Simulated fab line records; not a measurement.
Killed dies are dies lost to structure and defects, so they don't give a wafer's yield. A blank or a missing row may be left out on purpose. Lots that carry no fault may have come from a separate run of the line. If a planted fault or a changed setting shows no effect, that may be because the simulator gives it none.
fab line records	flow nand-harc
record lots=15	wafers=42	last-day=24
route steps=1159 shown A_CHANNEL_HOLE_D1@451 THIN_TSV@1126 END@1159
lots that met no fault: from a run of the same line without faults
start-h: hours from the record's first day to the start of the lot's first wafer shown	wait-h: hours since the lot's step before	" the same as in the row above	L1.1+2: several wafers, shown together as one row	- no value, or no start given	* or withheld: withheld	< > ~ a bound
route shown NAME@n: a module of which the file shows steps, and the number in the route of the first	usual: mean/standard deviation taken from wafers without a fault	same: alike in all rows	chamber/n: place in a boat	sites: per-site readings	_std_site: standard deviation of those values	_edge_site: outer sites' mean less inner sites'	radius-mm: for every site, how far away it sits from the centre of the wafer	mask NAME#n: copy n	behind: the most recent tool/chamber to have shaped the wafer	hold: cause of the lot's hold/its duration in hours/its outcome	device: names the non-switching transistor (n, p or np)	end of line: at the end of the route, the tests of the same wafers	step lacking rows: just its recipe	killed: count of dies lost to structure and defects at first sort (not the wafer's yield)	map: per-die view of a wafer (x killed, . not killed, _ where there is no die)
set.NAME: the setting as run; set.NAME@STEP: as run at that earlier step	model.NAME: the simulator's own value behind a step, which no gauge read
steps of the route over a sample of lots; a table a step, a row a wafer
services: from which hour (start-h, from the record's first day; less than 0 if before it) a tool's chamber was out of use, for how many hours, and why
## steps
# step NHARC_A_CHANNEL_HOLE_D1_DEP_01
# recipe target-thk-a=1400	target-thk-nm=140	temp-c=400	pressure-torr=3.5	flow-sccm=200	rf-w=350	material=SiON
# usual heater-power-w=728/74
lot.wafer	tool	chamber	start-h	wait-h	heater-power-w
L740.1	pecvd-01	2	173.53	1.6	651
L740.2	"	0	"	"	678
L740.6	"	2	"	"	685
L742.3	pecvd-03	0	188.35	1.0	584
L742.5	"	2	"	"	740
L742.4	"	0	"	"	602
L743.1	pecvd-01	2	192.50	1.6	592
L743.2	"	0	"	"	658
L743.5	"	2	"	"	605
L744.3	pecvd-03	1	204.44	1.0	676
L744.6	"	0	"	"	635
L744.5	"	1	"	"	687
L745.1	pecvd-01	2	204.50	1.6	663
L745.4	"	2	"	"	660
L745.6	"	0	"	"	700
L746.2	pecvd-04	1	216.85	1.3	869
L746.1	"	0	"	"	893
L746.5	"	2	"	"	728
L748.2	pecvd-03	2	216.90	1.3	762
L748.5	"	1	"	"	760
L748.6	"	2	"	"	803
L749.1	pecvd-03	1	236.23	1.7	728
L749.4	"	2	"	"	701
L749.5	"	0	"	"	642
L750.1	pecvd-04	1	237.69	1.8	855
L750.6	"	2	"	"	730
L750.5	"	0	"	"	878
L753.2	pecvd-03	0	252.41	1.3	621
L753.4	"	1	"	"	723
L753.6	"	2	"	"	733
L755.2	pecvd-03	1	274.49	1.3	713
L755.6	"	2	"	"	715
L755.4	"	1	"	"	720
L757.3	pecvd-03	0	283.64	1.0	561
L757.5	"	2	"	"	806
L758.3	pecvd-03	0	285.04	1.0	651
L758.5	"	2	"	"	667
L759.3	pecvd-03	2	292.19	1.0	715
L759.6	"	1	"	"	679
L762.1	pecvd-04	0	308.92	1.6	840
L762.2	"	1	"	"	823
L762.6	"	0	"	"	866
# step NHARC_THIN_TSV_STRIP_62
# recipe power-w=1500	temp-c=250	time-s=20	chemistry=N2/H2
# usual drypump-motor-current-A=5.8/0.58	heater-power-w=328/13	rf-refl-power-W=22/5.3
# same time-s=20
lot.wafer	tool	chamber	start-h	wait-h	drypump-motor-current-A	heater-power-w	rf-hours-counter-h	rf-refl-power-W
L743.2	plasma-asher-01	0	443.48	-	5.8	356	59	-
L743.1	"	1	"	"	5.8	351	59	-
L743.5	"	0	"	"	5.8	351	-	-
L742.3	plasma-asher-02	1	445.49	-	6.6	332	-	14
L742.4	"	0	"	"	5.1	319	-	25
L742.5	"	0	"	"	5.1	315	-	25
L740.1	plasma-asher-02	1	446.75	-	6.6	329	25	14
L740.2	"	0	"	"	5.1	308	25	25
L740.6	"	0	"	"	5.1	312	-	23
L745.1	plasma-asher-02	0	455.61	-	5.1	315	28	25
L745.4	"	0	"	"	5.1	323	-	25
L745.6	"	1	"	"	6.6	332	-	14
L744.3	plasma-asher-02	1	456.14	-	6.6	333	-	14
L744.5	"	0	"	"	5.1	316	-	25
L744.6	"	1	"	"	6.6	332	-	13
L748.2	plasma-asher-02	0	466.50	-	5.1	317	33	-
L748.6	"	1	"	"	6.6	329	-	-
L748.5	"	0	"	"	5.1	315	-	-
L746.1	plasma-asher-01	1	482.25	-	5.9	325	7	26
L746.2	"	0	"	"	5.8	326	7	25
L746.5	"	1	"	"	5.8	329	-	26
L750.1	plasma-asher-01	0	483.35	-	5.8	335	7	26
L750.6	"	0	"	"	5.8	333	-	26
L750.5	"	1	"	"	5.8	316	-	26
L749.1	plasma-asher-01	0	489.40	-	5.9	335	8	26
L749.4	"	1	"	"	5.9	328	-	26
L749.5	"	1	"	"	5.9	342	-	25
L753.2	plasma-asher-01	1	511.12	-	5.9	327	15	26
L753.4	"	1	"	"	5.9	318	-	27
L753.6	"	1	"	"	5.9	329	-	26
L755.2	plasma-asher-02	0	518.29	-	5.1	312	50	-
L755.4	"	1	"	"	6.6	335	-	-
L755.6	"	0	"	"	5.1	318	-	-
L759.6	plasma-asher-02	0	536.61	-	5.1	321	-	26
L762.2	plasma-asher-02	0	548.02	-	5.1	301	0	25
L762.1	"	1	"	"	6.6	324	0	14
L762.6	"	1	"	"	6.6	325	-	14
# step NHARC_THIN_TSV_DEGAS_49
# recipe temp-c=300	time-s=120
# usual heater-power-w=492/51
# same time-s=120
lot.wafer	tool	chamber	start-h	wait-h	heater-power-w
L743.2	pvd-sputter-01	-	443.67	0.2	515
L743.1	"	-	"	"	509
L743.5	"	-	"	"	516
L742.3	pvd-sputter-01	-	445.63	0.1	455
L742.4	"	-	"	"	482
L742.5	"	-	"	"	471
L740.2	pvd-sputter-02	-	446.92	0.1	507
L740.1	"	-	"	"	524
L740.6	"	-	"	"	612
L745.4	pvd-sputter-01	-	455.75	0.1	517
L745.1	"	-	"	"	464
L745.6	"	-	"	"	487
L744.3	pvd-sputter-03	-	456.24	0.1	503
L744.6	"	-	"	"	493
L744.5	"	-	"	"	468
L748.2	pvd-sputter-01	-	466.66	0.1	518
L748.6	"	-	"	"	497
L748.5	"	-	"	"	511
L746.1	pvd-sputter-02	-	482.42	0.1	406
L746.2	"	-	"	"	539
L746.5	"	-	"	"	413
L750.1	pvd-sputter-02	-	483.51	0.1	620
L750.5	"	-	"	"	608
L750.6	"	-	"	"	513
L749.4	pvd-sputter-03	-	489.58	0.1	461
L749.1	"	-	"	"	412
L749.5	"	-	"	"	473
L753.4	pvd-sputter-01	-	511.27	0.1	489
L753.2	"	-	"	"	507
L753.6	"	-	"	"	473
L755.4	pvd-sputter-02	-	518.49	0.1	619
L755.2	"	-	"	"	519
L755.6	"	-	"	"	524
L759.6	pvd-sputter-03	-	536.75	0.1	413
L762.2	pvd-sputter-03	-	548.21	0.2	488
L762.1	"	-	"	"	458
L762.6	"	-	"	"	417
# step NHARC_THIN_TSV_PRE_CLEAN_50
# recipe time-s=30	temp-c=280	gas=H2/He
# usual heater-power-w=430/42
# same time-s=30
lot.wafer	tool	chamber	start-h	wait-h	heater-power-w
L743.2	pvd-sputter-01	-	-	-	463
L743.1	"	-	"	"	459
L743.5	"	-	"	"	449
L742.4	pvd-sputter-01	-	-	-	461
L742.3	"	-	"	"	427
L742.5	"	-	"	"	457
L740.2	pvd-sputter-02	-	-	-	363
L740.1	"	-	"	"	546
L740.6	"	-	"	"	363
L745.4	pvd-sputter-01	-	-	-	413
L745.1	"	-	"	"	459
L745.6	"	-	"	"	419
L744.3	pvd-sputter-03	-	-	-	426
L744.6	"	-	"	"	423
L744.5	"	-	"	"	419
L748.2	pvd-sputter-01	-	-	-	456
L748.5	"	-	"	"	457
L748.6	"	-	"	"	406
L746.1	pvd-sputter-02	-	-	-	450
L746.2	"	-	"	"	533
L746.5	"	-	"	"	360
L750.1	pvd-sputter-02	-	-	-	357
L750.5	"	-	"	"	364
L750.6	"	-	"	"	452
L749.1	pvd-sputter-03	-	-	-	407
L749.4	"	-	"	"	410
L749.5	"	-	"	"	409
L753.4	pvd-sputter-01	-	-	-	452
L753.2	"	-	"	"	410
L753.6	"	-	"	"	419
L755.2	pvd-sputter-02	-	-	-	448
L755.4	"	-	"	"	458
L755.6	"	-	"	"	359
L759.6	pvd-sputter-03	-	-	-	416
L762.1	pvd-sputter-03	-	-	-	400
L762.2	"	-	"	"	365
L762.6	"	-	"	"	416
# step NHARC_END_SORT_01
# recipe temp-c=25
# usual killed-at-array=29/8.4	killed-at-other=0.7/1.2	killed-at-periphery=3.8/2.1	killed-dies=33/9	killed-open=3.4/2	killed-short=2.1/1.4
# same gross-dies=677
lot.wafer	tool	chamber	start-h	wait-h	killed-at-array	killed-at-other	killed-at-periphery	killed-dies	killed-open	killed-short
L743.1	prober-02	0	479.94	2.5	41	0	6	47	3	1
L743.2	prober-02	0	480.74	2.8	26	0	6	32	2	1
L743.5	prober-02	0	483.14	3.7	31	0	6	37	2	3
L742.3	prober-01	0	481.45	3.1	36	1	2	39	3	2
L742.4	prober-01	0	482.25	3.4	26	0	5	31	6	1
L742.5	prober-01	0	483.06	3.7	34	1	3	38	2	2
L740.1	prober-02	0	495.49	2.5	24	0	4	28	2	3
L740.2	prober-02	0	496.29	2.8	19	0	3	22	0	3
L740.6	prober-02	0	499.47	4.0	27	0	6	33	5	5
L745.1	prober-01	0	495.51	2.5	37	0	5	42	1	3
L745.4	prober-01	0	497.92	3.4	36	1	1	38	2	4
L745.6	prober-01	0	499.52	4.0	36	0	3	39	3	4
L748.2	prober-01	0	504.02	2.7	27	0	5	32	1	3
L748.5	prober-01	0	506.44	3.7	29	0	7	36	4	2
L748.6	prober-01	0	507.25	4.0	28	0	6	34	5	1
L744.3	prober-02	0	504.86	3.1	15	0	1	16	2	0
L744.5	prober-02	0	506.47	3.7	21	0	2	23	0	4
L744.6	prober-02	0	507.28	4.0	12	0	3	15	5	2
L746.1	prober-02	0	511.09	2.5	30	0	3	33	3	0
L746.2	prober-02	0	511.90	2.8	24	2	3	29	3	1
L746.5	prober-02	0	514.31	3.7	26	0	2	28	1	1
L750.1	prober-02	0	518.89	2.5	19	0	5	24	3	1
L750.5	prober-02	0	522.07	3.7	25	0	7	32	2	2
L750.6	prober-02	0	522.86	4.0	22	0	2	24	2	1
L749.1	prober-02	0	526.62	2.5	38	0	6	44	5	6
L749.4	prober-02	0	529.03	3.4	36	0	5	41	4	3
L749.5	prober-02	0	529.83	3.7	34	0	5	39	2	2
L753.2	prober-01	0	535.42	2.8	31	3	5	39	10	3
L753.4	prober-01	0	537.04	3.4	37	2	3	42	5	2
L753.6	prober-01	0	538.67	4.1	29	0	7	36	4	5
L755.2	prober-02	0	543.06	2.8	16	6	3	25	4	0
L755.4	prober-02	0	544.64	3.4	16	7	2	25	6	2
L755.6	prober-02	0	546.22	4.0	19	1	5	25	4	3
L758.3	prober-02	0	551.61	3.1	672	3	2	677	4	1
L758.5	prober-02	0	553.19	3.7	675	0	2	677	3	1
L757.3	prober-01	0	551.88	3.1	672	1	4	677	3	1
L757.5	prober-01	0	553.50	3.7	674	0	3	677	4	1
L759.3	prober-02	0	559.32	3.1	673	0	4	677	2	3
L759.6	prober-02	0	561.68	3.9	35	0	1	36	2	2
L762.1	prober-02	0	565.46	2.5	17	0	5	22	3	0
L762.2	prober-02	0	566.26	2.8	18	0	5	23	3	3
L762.6	prober-02	0	569.46	4.0	25	0	2	27	3	3
# killed by level:class
L743.1 A_SLIT:chamber-film-flake=17 A_CONTACT:chamber-film-flake=9 A_CHANNEL_HOLE_D1:chamber-film-flake=8 P_BONDPAD:chamber-film-flake=5 A_WL_FILL:chamber-film-flake=3 P_GATE:geometric-particle:open=1 A_CHANNEL_FILL_D1:geometric-particle:short=1 A_CONTACT:geometric-particle:open=1
L743.2 A_SLIT:chamber-film-flake=9 A_CONTACT:chamber-film-flake=8 P_BONDPAD:chamber-film-flake=3 A_CHANNEL_HOLE_D1:chamber-film-flake=3 A_WL_FILL:chamber-film-flake=3 P_CONTACT:geometric-particle:open=2 A_STAIRCASE:chamber-film-flake=2 A_CONTACT:geometric-particle:short=1
L742.3 A_CHANNEL_HOLE_D1:chamber-film-flake=19 A_SLIT:chamber-film-flake=10 A_CONTACT:geometric-particle:open=2 A_STAIRCASE:chamber-film-flake=2 A_CONTACT:chamber-film-flake=2 P_M1:geometric-particle:open=1 A_CONTACT:geometric-particle:short=1 STARTING-WAFER:geometric-particle:short=1
L742.4 A_CHANNEL_HOLE_D1:chamber-film-flake=12 A_SLIT:chamber-film-flake=6 P_GATE:geometric-particle:open=2 P_CONTACT:geometric-particle:open=2 A_CONTACT:chamber-film-flake=2 A_SGD_CUT:chamber-film-flake=2 A_ONON_D1:geometric-particle:short=1 A_CONTACT:geometric-particle:open=1
L742.5 A_CHANNEL_HOLE_D1:chamber-film-flake=13 A_SLIT:chamber-film-flake=12 A_CONTACT:chamber-film-flake=4 A_WL_FILL:geometric-particle:short=2 P_BONDPAD:chamber-film-flake=2 A_STAIRCASE:chamber-film-flake=2 A_CONTACT:geometric-particle:open=1 STARTING-WAFER:geometric-particle:open=1
L743.5 A_SLIT:chamber-film-flake=13 A_CONTACT:chamber-film-flake=8 P_BONDPAD:chamber-film-flake=5 A_CHANNEL_HOLE_D1:chamber-film-flake=4 P_M0:geometric-particle:open=1 A_CHANNEL_HOLE_D1:geometric-particle:short=1 A_CHANNEL_FILL_D1:geometric-particle:short=1 A_SGD_CUT:geometric-particle:short=1
L740.1 A_SLIT:chamber-film-flake=15 A_CHANNEL_HOLE_D1:chamber-film-flake=2 P_M0:geometric-particle:short=1 A_WL_FILL:geometric-particle:short=1 A_WL_FILL:geometric-particle:open=1 A_CONTACT:geometric-particle:short=1 A_BLC:geometric-particle:open=1 P_STI:chamber-film-flake=1
L745.1 A_CHANNEL_HOLE_D1:chamber-film-flake=18 A_SLIT:chamber-film-flake=10 P_CONTACT:chamber-film-flake=4 A_STAIRCASE:chamber-film-flake=2 A_CONTACT:chamber-film-flake=2 A_SOURCE_PLATE:geometric-particle:short=1 A_WL_FILL:geometric-particle:short=1 A_CONTACT:geometric-particle:short=1
L740.2 A_SLIT:chamber-film-flake=7 A_CONTACT:chamber-film-flake=4 P_M1:chamber-film-flake=3 A_ZERO_WELL:chamber-film-flake=3 A_CHANNEL_FILL_D1:geometric-particle:short=1 A_SLIT:geometric-particle:short=1 A_WL_FILL:geometric-particle:short=1 A_CHANNEL_HOLE_D1:chamber-film-flake=1
L745.4 A_CHANNEL_HOLE_D1:chamber-film-flake=19 A_SLIT:chamber-film-flake=11 P_CONTACT:geometric-particle:short=1 A_ONON_D1:geometric-particle:open=1 A_ONON_D1:geometric-particle:short=1 A_CHANNEL_HOLE_D1:geometric-particle:short=1 A_WL_FILL:geometric-particle:short=1 A_CONTACT:geometric-particle:open=1
L740.6 A_SLIT:chamber-film-flake=15 A_CHANNEL_HOLE_D1:chamber-film-flake=3 P_M1:chamber-film-flake=2 P_CONTACT:geometric-particle:short=1 P_M0:geometric-particle:open=1 P_M0:geometric-particle:short=1 A_ONON_D1:geometric-particle:short=1 A_CHANNEL_FILL_D1:geometric-particle:open=1
L745.6 A_CHANNEL_HOLE_D1:chamber-film-flake=17 A_SLIT:chamber-film-flake=9 A_CONTACT:chamber-film-flake=3 A_ONON_D1:geometric-particle:short=2 A_BLC:geometric-particle:short=2 P_M1:geometric-particle:open=1 A_ONON_D1:geometric-particle:open=1 A_WL_FILL:geometric-particle:open=1
L748.2 A_CHANNEL_HOLE_D1:chamber-film-flake=15 P_M0:chamber-film-flake=3 A_STAIRCASE:chamber-film-flake=3 A_CONTACT:chamber-film-flake=2 P_M0:geometric-particle:short=1 A_ONON_D1:geometric-particle:short=1 A_CHANNEL_HOLE_D1:geometric-particle:short=1 A_M0:geometric-particle:open=1
L744.3 A_CHANNEL_HOLE_D1:chamber-film-flake=6 A_CONTACT:chamber-film-flake=4 A_STAIRCASE:chamber-film-flake=2 P_CONTACT:geometric-particle:open=1 A_BLC:geometric-particle:open=1 A_ZERO_WELL:chamber-film-flake=1 A_CHANNEL_FILL_D1:chamber-film-flake=1
L748.5 A_CHANNEL_HOLE_D1:chamber-film-flake=18 A_STAIRCASE:chamber-film-flake=4 P_ZERO_WELL:chamber-film-flake=2 A_CONTACT:chamber-film-flake=2 P_GATE:geometric-particle:open=1 P_CONTACT:geometric-particle:open=1 A_ONON_D1:geometric-particle:short=1 A_SGD_CUT:geometric-particle:short=1
L744.5 A_CHANNEL_HOLE_D1:chamber-film-flake=8 A_ONON_D1:geometric-particle:short=4 A_STAIRCASE:chamber-film-flake=4 A_CONTACT:chamber-film-flake=3 P_STI:chamber-film-flake=2 A_ZERO_WELL:chamber-film-flake=2
L748.6 A_CHANNEL_HOLE_D1:chamber-film-flake=13 A_CONTACT:chamber-film-flake=6 P_M0:chamber-film-flake=4 A_BONDPAD:chamber-film-flake=3 A_M0:geometric-particle:open=2 P_CONTACT:geometric-particle:open=1 A_CONTACT:geometric-particle:open=1 A_BLC:geometric-particle:open=1
L744.6 A_CHANNEL_HOLE_D1:chamber-film-flake=4 P_CONTACT:geometric-particle:open=2 A_CONTACT:chamber-film-flake=2 P_STI:geometric-particle:open=1 A_ONON_D1:geometric-particle:short=1 A_CHANNEL_FILL_D1:geometric-particle:short=1 A_CONTACT:geometric-particle:open=1 A_BLC:geometric-particle:open=1
L746.1 A_SLIT:chamber-film-flake=16 A_CHANNEL_HOLE_D1:chamber-film-flake=8 A_CONTACT:geometric-particle:open=2 A_STAIRCASE:chamber-film-flake=2 P_CONTACT:geometric-particle:open=1 P_STI:chamber-film-flake=1 P_CONTACT:chamber-film-flake=1 A_WL_FILL:chamber-film-flake=1
L746.2 A_SLIT:chamber-film-flake=10 A_STAIRCASE:chamber-film-flake=3 A_CONTACT:chamber-film-flake=3 A_BLC:geometric-particle:open=2 A_ZERO_WELL:chamber-film-flake=2 A_CHANNEL_HOLE_D1:chamber-film-flake=2 THIN_TSV:chamber-film-flake=2 A_CHANNEL_HOLE_D1:geometric-particle:open=1
L746.5 A_SLIT:chamber-film-flake=14 A_CHANNEL_HOLE_D1:chamber-film-flake=6 A_CHANNEL_FILL_D1:geometric-particle:short=1 A_CONTACT:geometric-particle:open=1 P_STI:chamber-film-flake=1 P_CONTACT:chamber-film-flake=1 A_ZERO_WELL:chamber-film-flake=1 A_STAIRCASE:chamber-film-flake=1
L750.1 A_SLIT:chamber-film-flake=11 A_CHANNEL_HOLE_D1:chamber-film-flake=3 A_CONTACT:chamber-film-flake=3 P_GATE:geometric-particle:open=1 P_M0:geometric-particle:open=1 P_M0:geometric-particle:short=1 A_ONON_D1:geometric-particle:open=1 P_STI:chamber-film-flake=1
L750.5 A_SLIT:chamber-film-flake=11 A_CHANNEL_HOLE_D1:chamber-film-flake=5 P_CONTACT:chamber-film-flake=3 A_CONTACT:chamber-film-flake=3 P_GATE:chamber-film-flake=2 A_WL_FILL:chamber-film-flake=2 P_GATE:geometric-particle:short=1 P_CONTACT:geometric-particle:open=1
L750.6 A_SLIT:chamber-film-flake=12 A_CHANNEL_HOLE_D1:chamber-film-flake=3 A_WL_FILL:chamber-film-flake=2 P_CONTACT:geometric-particle:open=1 A_ONON_D1:geometric-particle:open=1 A_WL_FILL:geometric-particle:short=1 P_GATE:chamber-film-flake=1 A_CHANNEL_FILL_D1:chamber-film-flake=1
L749.1 A_CHANNEL_HOLE_D1:chamber-film-flake=11 A_M0:chamber-film-flake=8 A_WL_FILL:chamber-film-flake=4 A_WL_FILL:geometric-particle:short=2 A_CONTACT:geometric-particle:open=2 P_ZERO_WELL:chamber-film-flake=2 A_CHANNEL_FILL_D1:chamber-film-flake=2 A_CONTACT:chamber-film-flake=2
L749.4 A_CHANNEL_HOLE_D1:chamber-film-flake=15 A_CHANNEL_FILL_D1:chamber-film-flake=4 A_CONTACT:chamber-film-flake=4 A_M0:chamber-film-flake=4 A_STAIRCASE:chamber-film-flake=2 A_WL_FILL:chamber-film-flake=2 P_CONTACT:geometric-particle:open=1 P_M0:geometric-particle:short=1
L749.5 A_CHANNEL_HOLE_D1:chamber-film-flake=25 P_CONTACT:chamber-film-flake=3 A_M0:chamber-film-flake=3 A_WL_FILL:chamber-film-flake=2 P_M0:geometric-particle:open=1 A_CHANNEL_FILL_D1:geometric-particle:short=1 A_WL_FILL:geometric-particle:short=1 A_BLC:geometric-particle:open=1
L753.2 A_SLIT:chamber-film-flake=12 A_CHANNEL_HOLE_D1:chamber-film-flake=6 A_CONTACT:chamber-film-flake=4 A_CONTACT:geometric-particle:open=3 P_M1:geometric-particle:open=2 A_ONON_D1:geometric-particle:short=2 A_M0:geometric-particle:open=2 THIN_TSV:chamber-film-flake=2
L753.4 A_SLIT:chamber-film-flake=15 A_CHANNEL_HOLE_D1:chamber-film-flake=11 A_CONTACT:chamber-film-flake=5 A_CONTACT:geometric-particle:open=2 A_BLC:geometric-particle:open=2 P_M0:geometric-particle:open=1 A_WL_FILL:geometric-particle:short=1 STARTING-WAFER:geometric-particle:short=1
L753.6 A_SLIT:chamber-film-flake=19 A_CHANNEL_HOLE_D1:chamber-film-flake=3 P_GATE:geometric-particle:short=2 P_M0:geometric-particle:open=2 A_STAIRCASE:chamber-film-flake=2 P_M0:geometric-particle:short=1 A_ONON_D1:geometric-particle:short=1 A_CHANNEL_FILL_D1:geometric-particle:short=1
L755.2 A_CHANNEL_HOLE_D1:chamber-film-flake=6 A_WL_FILL:chamber-film-flake=4 THIN_TSV:chamber-film-flake=4 A_CONTACT:chamber-film-flake=3 A_CHANNEL_FILL_D1:geometric-particle:open=2 HYBRID_BOND:chamber-film-flake=2 P_M0:geometric-particle:open=1 P_M2:geometric-particle:open=1
L755.4 THIN_TSV:chamber-film-flake=6 A_CONTACT:geometric-particle:open=3 A_CONTACT:chamber-film-flake=3 A_CONTACT:geometric-particle:short=2 A_M1:geometric-particle:open=2 A_CHANNEL_HOLE_D1:chamber-film-flake=2 A_WL_FILL:geometric-particle:open=1 P_GATE:chamber-film-flake=1
L755.6 A_CHANNEL_HOLE_D1:chamber-film-flake=7 A_WL_FILL:chamber-film-flake=4 A_CONTACT:chamber-film-flake=3 A_ONON_D1:geometric-particle:short=2 A_CONTACT:geometric-particle:open=2 P_GATE:chamber-film-flake=2 P_M0:geometric-particle:short=1 P_M0:geometric-particle:open=1
L758.3 A_CHANNEL_HOLE_D1:area-dep=651 A_CHANNEL_HOLE_D1:chamber-film-flake=10 A_STAIRCASE:chamber-film-flake=3 A_CHANNEL_FILL_D1:geometric-particle:open=2 P_GATE:chamber-film-flake=2 THIN_TSV:chamber-film-flake=2 A_SGD_CUT:geometric-particle:open=1 A_CONTACT:geometric-particle:open=1
L757.3 A_CHANNEL_HOLE_D1:area-dep=627 A_CHANNEL_HOLE_D1:chamber-film-flake=20 A_SLIT:chamber-film-flake=16 A_CONTACT:chamber-film-flake=5 P_GATE:chamber-film-flake=2 A_STAIRCASE:chamber-film-flake=2 P_CONTACT:geometric-particle:open=1 A_ONON_D1:geometric-particle:open=1
L758.5 A_CHANNEL_HOLE_D1:area-dep=657 A_CHANNEL_HOLE_D1:chamber-film-flake=5 A_SLIT:chamber-film-flake=3 A_CHANNEL_FILL_D1:chamber-film-flake=2 A_STAIRCASE:chamber-film-flake=2 A_WL_FILL:chamber-film-flake=2 P_GATE:geometric-particle:open=1 A_CONTACT:geometric-particle:short=1
L757.5 A_CHANNEL_HOLE_D1:area-dep=624 A_CHANNEL_HOLE_D1:chamber-film-flake=20 A_SLIT:chamber-film-flake=18 A_CONTACT:chamber-film-flake=5 A_STAIRCASE:chamber-film-flake=4 A_M1:geometric-particle:open=2 P_GATE:geometric-particle:short=1 P_CONTACT:geometric-particle:open=1
L759.3 A_CHANNEL_HOLE_D1:area-dep=638 A_CHANNEL_HOLE_D1:chamber-film-flake=19 A_CONTACT:chamber-film-flake=9 A_WL_FILL:chamber-film-flake=2 A_BLC:chamber-film-flake=2 P_STI:geometric-particle:short=1 P_M0:geometric-particle:open=1 P_M0:geometric-particle:short=1
L759.6 A_CHANNEL_HOLE_D1:chamber-film-flake=20 A_STAIRCASE:chamber-film-flake=5 A_CONTACT:chamber-film-flake=5 A_BLC:chamber-film-flake=2 P_M2:geometric-particle:open=1 A_CHANNEL_FILL_D1:geometric-particle:open=1 A_WL_FILL:geometric-particle:short=1 A_CONTACT:geometric-particle:short=1
L762.1 A_CHANNEL_HOLE_D1:chamber-film-flake=7 A_STAIRCASE:chamber-film-flake=4 P_GATE:chamber-film-flake=3 A_WL_FILL:geometric-particle:open=2 A_WL_FILL:chamber-film-flake=2 A_CONTACT:chamber-film-flake=2 P_STI:geometric-particle:open=1 P_ZERO_WELL:chamber-film-flake=1
L762.2 P_GATE:chamber-film-flake=4 A_CHANNEL_HOLE_D1:chamber-film-flake=4 A_STAIRCASE:chamber-film-flake=3 A_WL_FILL:chamber-film-flake=3 A_WL_FILL:geometric-particle:short=2 A_CONTACT:chamber-film-flake=2 A_CHANNEL_FILL_D1:geometric-particle:open=1 A_CONTACT:geometric-particle:open=1
L762.6 A_CHANNEL_HOLE_D1:chamber-film-flake=10 A_CONTACT:chamber-film-flake=4 A_BONDPAD:chamber-film-flake=2 P_GATE:geometric-particle:open=1 A_ONON_D1:geometric-particle:short=1 A_SGD_CUT:geometric-particle:short=1 A_WL_FILL:geometric-particle:open=1 A_CONTACT:geometric-particle:short=1
## services
tool	chamber	start-h	hours	kind
pvd-sputter-01	-	158.01	10.0	pm
pvd-sputter-03	-	180.58	0.6	repair
plasma-asher-02	-	184.25	9.0	pm
pvd-sputter-02	-	214.00	10.0	pm
pvd-sputter-01	-	214.17	1.6	repair
pvd-sputter-03	-	227.65	5.1	repair
plasma-asher-01	-	228.89	1.0	repair
plasma-asher-01	-	270.94	4.8	repair
pvd-sputter-03	-	280.00	10.0	pm
pvd-sputter-01	-	287.41	1.5	repair
pecvd-03	-	292.36	13.0	pm
pvd-sputter-01	-	336.01	10.0	pm
pvd-sputter-01	-	359.03	5.1	repair
plasma-asher-02	-	361.55	9.0	pm
pecvd-03	0	383.30	13.1	repair
pvd-sputter-02	-	391.95	5.3	repair
plasma-asher-02	-	442.51	2.2	repair
pecvd-03	-	450.68	0.5	repair
pvd-sputter-03	-	458.00	10.0	pm
pecvd-03	-	473.62	13.0	pm
plasma-asher-02	-	511.01	2.0	repair
pvd-sputter-01	-	514.01	10.0	pm
pvd-sputter-02	-	516.20	1.8	repair
plasma-asher-02	-	538.55	9.0	pm
## key
first-sign step=NHARC_END_SORT_01	reading=killed-at-array	direction=up	sigmas=76	usual=29	struck=673
effect step=NHARC_END_SORT_01	reading=killed-dies	direction=up	sigmas=72	usual=33	struck=677
more-kills-born-at NHARC_A_CHANNEL_HOLE_D1_DEP_01@pecvd-03=3197
met-at NHARC_A_CHANNEL_HOLE_D1_DEP_01
struck-lots L757,L758,L759
struck-wafers L757.3,L757.5,L758.3,L758.5,L759.3
later-rows-left-out L757.3,L757.5,L758.3,L758.5,L759.3
tester-left-out L757,L758,L759
not-acting-at NHARC_THIN_TSV_STRIP_62,NHARC_THIN_TSV_DEGAS_49,NHARC_THIN_TSV_PRE_CLEAN_50
onset-between 274.49 283.64
fault kind=process-parameter-drift	tool=pecvd-03	chamber=-	onset-h=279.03	steps=NHARC_A_CHANNEL_HOLE_D1_DEP_01	channel=target-thk-nm	offset=63.156	shape=step	end-h=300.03	scope=struck-wafers-only	acts-in=these-recipes-only	stated=140
# tester-left-out: of these lots the tester's yield and bins aren't shown, on N5 and GAA mostly nor the transistor test; their killed dies are dies lost to structure and defects alone, not to doping, threshold or leakage, so they don't give the yield
# later-rows-left-out: the simulator's readings of these wafers behind a module that went badly wrong aren't trusted and aren't shown, but for the sort
